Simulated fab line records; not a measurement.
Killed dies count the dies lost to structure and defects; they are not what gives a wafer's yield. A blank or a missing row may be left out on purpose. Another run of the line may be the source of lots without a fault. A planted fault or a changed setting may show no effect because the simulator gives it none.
Chamber matching	flow nand_harc	ald_sin-04 running NHARC_P_GATE_ALD_36: 4 sister chambers
The step deposits SiNx, target thk 20 nm, pulse time 60 s, ald cycles 223. 16 wafers are shown with their chamber, then 8 later ones without.

## EACH WAFER AND ITS CHAMBER
wafer	chamber	heater_power_w (W)	susceptor_temp_C (C)	precursor_pulse_height_rel
L075.1	2	940	399.92	0.994
L075.3	0	1036	399.57	1.007
L075.5	3	843	400.18	0.988
L078.4	2	944	400.37	0.992
L078.5	1	862	399.88	0.990
L078.6	2	941	400.12	0.989
L081.3	2	931	400.35	1.000
L081.4	3	845	399.98	0.982
L081.5	0	1038	399.72	1.013
L084.4	1	858	399.69	0.987
L084.3	3	860	399.74	0.980
L084.6	0	985	399.95	0.988
L087.2	3	850	400.18	1.000
L087.3	1	849	399.79	1.015
L087.5	0	1027	400.34	1.040
L090.2	3	841	399.87	1.031

SIGNATURES, as means of the wafers listed above
reading	chamber 0	chamber 1	chamber 2	chamber 3	scatter within a chamber
heater_power_w	1021.50	856.33	939.00	847.80	13.7
susceptor_temp_C	399.8950	399.7867	400.1900	399.9900	0.231
precursor_pulse_height_rel	1.01200	0.99733	0.99375	0.99620	0.0175
Rule: for a wafer and a chamber, the distance is found by dividing, reading by reading, the gap between the wafer's reading and the chamber's mean by the reading's scatter, squaring, summing and taking the root. If the next closest chamber is less than 2 further off than the closest, the wafer can't be placed; otherwise it belongs to the closest. The scatter is the square root of a quotient: the sum, over the shown wafers, of each reading's squared deviation from its chamber's mean, divided by wafers minus chambers.

## WAFERS WHOSE CHAMBER IS MISSING
wafer	heater_power_w (W)	susceptor_temp_C (C)	precursor_pulse_height_rel
L090.4	1027	400.11	0.989
L090.5	882	400.18	1.012
L094.3	1021	399.95	1.013
L094.4	904	400.14	0.996
L094.5	915	400.34	0.984
L096.3	874	399.96	0.951
L096.1	825	400.00	0.974
L096.6	817	400.13	1.030

## EACH ONE'S CHAMBER
wafer	from the rows above	in truth
L090.4	0	0
L090.5	can't be placed: 1 or 3 or 2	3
L094.3	0	0
L094.4	can't be placed: 2 or 1 or 3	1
L094.5	2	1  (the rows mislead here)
L096.3	can't be placed: 1 or 3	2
L096.1	can't be placed: 3 or 1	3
L096.6	can't be placed: 3 or 1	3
Correctly placed: 2 of 8. From these rows, 5 cannot be placed; in 4 the true chamber is one of the candidates. 1 placed wrongly.
